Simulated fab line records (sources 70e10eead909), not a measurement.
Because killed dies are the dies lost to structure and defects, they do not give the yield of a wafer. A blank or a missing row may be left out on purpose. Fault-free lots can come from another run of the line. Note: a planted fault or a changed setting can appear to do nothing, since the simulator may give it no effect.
The tool behind it: which one?    flow nand-harc    13 lots, 39 wafers sampled, at 5 steps of a route of 1159

WHAT THE GAUGES READ, wafer by wafer
NHARC_P_STI_CD_MEAS_16. Usual: cd-nm reads 199.7 nm (standard deviation 2).
lot   measured     on         cd-nm (nm)         flag
L329  day 2 11:29  cd-sem-02  201.0 201.1 202.6  
L330  day 2 17:38  cd-sem-01  198.4 197.3 199.4  
L331  day 3 01:04  cd-sem-01  197.7 198.0 199.2  
L332  day 3 07:04  cd-sem-01  194.1 198.9 199.0  
L333  day 3 14:26  cd-sem-02  200.5 196.9 197.0  
L335  day 3 19:59  cd-sem-01  201.3 201.5 202.1  
L336  day 4 05:58  cd-sem-02  199.4 200.8 196.7  
L337  day 4 13:25  cd-sem-02  201.5 201.8 203.2  
L338  day 4 17:30  cd-sem-03  198.6 198.4 202.3  
L339  day 5 01:59  cd-sem-01  199.7 197.5 197.5  
L342  day 5 19:22  cd-sem-01  200.4 200.0 199.0  
L343  day 6 00:18  cd-sem-01  197.6 199.9 199.2  
L345  day 6 12:34  cd-sem-03  201.4 202.9 204.4  

NHARC_P_GATE_OVL_MEAS_27. Usual: overlay-x-nm 0.1 nm, standard deviation 1; overlay-y-nm -0.2 nm, standard deviation 0.81.
lot   measured     on          overlay-x-nm (nm)  overlay-y-nm (nm)  flag
L329  day 4 07:35  overlay-01  0.5 0.0 0.2        0.8 0.7 1.0        
L330  day 4 22:46  overlay-01  1.5 1.3 1.3        -0.4 0.1 -0.4      
L331  day 5 04:32  overlay-01  0.3 -0.6 -0.1      -0.3 -0.5 -0.5     
L332  day 5 10:52  overlay-02  -0.1 -0.7 0.1      0.1 -0.1 0.2       
L333  day 5 17:22  overlay-02  0.2 0.3 0.6        -0.4 0.1 -0.4      
L335  day 5 16:53  overlay-02  -0.8 -1.0 -1.5     0.4 0.0 0.4        
L336  day 6 13:32  overlay-01  0.3 0.4 -0.4       -1.1 -1.0 -0.8     
L337  day 6 19:47  overlay-02  -1.8 -1.8 -2.3     0.1 0.1 0.1        
L338  day 7 03:58  overlay-02  -0.6 -0.1 -0.8     0.3 -0.6 0.5       
L339  day 7 08:46  overlay-01  -0.2 -0.1 -0.2     1.6 2.1 1.1        
L342  day 8 04:50  overlay-02  0.3 0.7 0.7        0.0 -0.2 -0.3      
L343  day 8 04:05  overlay-02  0.4 0.7 1.0        0.2 0.6 -0.2       
L345  day 8 15:49  overlay-02  2.1 2.2 2.2        1.1 1.0 0.8        

NHARC_END_SORT_01. Usual: killed-at-array 28, standard deviation 12; killed-at-other 0.8, standard deviation 1.1; killed-at-periphery 3.6, standard deviation 2.3; killed-dies 32, standard deviation 12; killed-open 3.4, standard deviation 1.9; killed-short 2.0, standard deviation 1.3.
lot   measured      on         killed-at-array  killed-at-other  killed-at-periphery  killed-dies  killed-open  killed-short  flag
L329  day 19 03:26  prober-01  36 37 33         0 0 0            1 3 2                37 40 35     3 4 3        3 2 0         
L330  day 19 17:32  prober-01  21 24 21         1 1 0            0 1 1                22 26 22     2 4 2        0 2 3         
L336  day 21 03:26  prober-01  11 14 13         0 2 0            7 4 6                18 20 19     1 2 4        1 1 2         
L339  day 21 17:19  prober-01  21 18 13         0 2 0            4 2 3                25 22 16     3 4 2        3 3 0         
L342  day 22 23:53  prober-02  18 11 9          0 1 0            5 5 8                23 17 17     3 2 1        2 1 2         
L343  day 25 00:20  prober-01  49 55 59         0 0 0            8 5 9                57 60 68     7 4 5        2 1 5         
L345  day 24 10:42  prober-02  53 36 43         2 3 1            4 7 4                59 46 48     3 4 4        2 3 3         

TOOL THAT RAN EACH LOT (tool first, then ch and the chambers of the sampled wafers, then the start)
lot   NHARC_P_STI_ETCH_31                           NHARC_P_GATE_HM_DEP_102
L329  rie-diel-09 ch 0,3, day 2 11:29 or earlier    acl-dep-01 ch 0, day 4 06:28
L330  rie-diel-09 ch 0,2, day 2 17:38 or earlier    acl-dep-01 ch 0, day 4 21:22
L331  rie-diel-11 ch 1,2, day 3 01:04 or earlier    acl-dep-01 ch 0, day 5 03:06
L332  rie-diel-09 ch 0,2,3, day 3 07:04 or earlier  acl-dep-01 ch 0, day 5 09:25
L333  rie-diel-11 ch 1,2,3, day 3 14:26 or earlier  acl-dep-02 ch 0, day 5 16:03
L335  rie-diel-11 ch 0,3, day 3 19:59 or earlier    acl-dep-01 ch 0, day 5 15:25
L336  rie-diel-06 ch 0,1,2, day 4 05:58 or earlier  acl-dep-01 ch 0, day 6 12:10
L337  rie-diel-06 ch 0,1, day 4 13:25 or earlier    acl-dep-03 ch 0, day 6 18:28
L338  rie-diel-06 ch 0,3, day 4 17:30 or earlier    acl-dep-03 ch 0, day 7 02:39
L339  rie-diel-09 ch 2,3, day 5 01:59 or earlier    acl-dep-02 ch 0, day 7 07:41
L342  rie-diel-06 ch 0,1, day 5 19:22 or earlier    acl-dep-01 ch 0, day 8 02:08 and acl-dep-03 ch 0, day 8 03:20
L343  rie-diel-09 ch 0,2, day 6 00:18 or earlier    acl-dep-01 ch 0, day 8 01:35
L345  rie-diel-11 ch 0,1,3, day 6 12:34 or earlier  acl-dep-03 ch 0, day 8 12:14 and acl-dep-02 ch 0, day 8 14:31
- NHARC_P_STI_ETCH_31: etches the open film in CF4/CHF3, target depth 108.9 nm, time 54.5 s.
- NHARC_P_GATE_HM_DEP_102: deposits aC, target thk 120 nm.

AS READ BY THE TOOLS THEMSELVES (means over the sampled wafers that have a number; for cases with no such wafer, the mark the record gives instead)
NHARC_P_STI_ETCH_31. Usual: cf4-flow-sccm 99.99 sccm, standard deviation 0.27; drypump-motor-current-A 5.7 A, standard deviation 0.47; oes-product-au 0.962 a.u., standard deviation 0.015; rf-vpp-V 370.9 V, standard deviation 2.5; showerhead-plenum-p-Torr 1.58 Torr, standard deviation 0.071; throttle-valve-pct 16.804 %, standard deviation 0.0096.
lot   tool         cf4-flow-sccm (sccm)  drypump-motor-current-A (A)  oes-product-au (a.u.)  rf-vpp-V (V)  showerhead-plenum-p-Torr (Torr)  throttle-valve-pct (%)  flag
L329  rie-diel-09  99.77                 6.1                          0.962                  369.2         1.55                             16.806                  
L330  rie-diel-09  99.85                 5.3                          0.975                  368.8         1.51                             16.800                  
L331  rie-diel-11  100.06                5.9                          0.936                  369.5         1.56                             16.796                  
L332  rie-diel-09  99.94                 5.6                          0.965                  369.4         1.55                             16.810                  
L333  rie-diel-11  100.10                5.7                          0.962                  371.6         1.61                             16.810                  
L335  rie-diel-11  99.34                 5.9                          0.976                  373.2         1.65                             16.799                  
L336  rie-diel-06  100.19                5.8                          0.974                  370.0         1.56                             16.809                  
L337  rie-diel-06  100.04                5.7                          0.981                  369.9         1.55                             16.801                  
L338  rie-diel-06  100.12                5.8                          0.973                  368.9         1.53                             16.805                  
L339  rie-diel-09  99.90                 5.2                          0.975                  369.9         1.54                             16.797                  
L342  rie-diel-06  100.08                5.7                          0.945                  368.5         1.55                             16.803                  
L343  rie-diel-09  99.91                 5.3                          0.962                  368.5         1.51                             16.809                  
L345  rie-diel-11  100.34                5.6                          0.965                  373.4         1.64                             16.804                  

NHARC_P_GATE_HM_DEP_102. Usual: throttle-valve-pct reads 35.001 % (standard deviation 0.0088).
lot   tool                   throttle-valve-pct (%)  flag
L329  acl-dep-01             34.998                  
L330  acl-dep-01             35.005                  
L331  acl-dep-01             35.004                  
L332  acl-dep-01             34.994                  
L333  acl-dep-02             35.009                  
L335  acl-dep-01             35.001                  
L336  acl-dep-01             35.004                  
L337  acl-dep-03             34.997                  
L338  acl-dep-03             35.002                  
L339  acl-dep-02             35.005                  
L342  acl-dep-01/acl-dep-03  34.999                  
L343  acl-dep-01             35.005                  
L345  acl-dep-03/acl-dep-02  35.000                  

THE ANSWER, worked out from the rows above alone
Rule: take the mean of a lot's wafers that have a number; if it is more than 3 standard deviations from the usual mean, the lot is off. A lot without any number at a reading at which 4 lots or more have one is off too. Any other lot the step has rows for is counted as sound. Order of review: gauges by route order, followed by the tools' own readings, for which a lot's mean as printed above is used. At the first step where some lot is off, the reading lying furthest off is the one used; lots without a number count as furthest.
Nothing can be told from this: no lot is off at any reading shown.

WHAT THE SIMULATOR HAD INSERTED
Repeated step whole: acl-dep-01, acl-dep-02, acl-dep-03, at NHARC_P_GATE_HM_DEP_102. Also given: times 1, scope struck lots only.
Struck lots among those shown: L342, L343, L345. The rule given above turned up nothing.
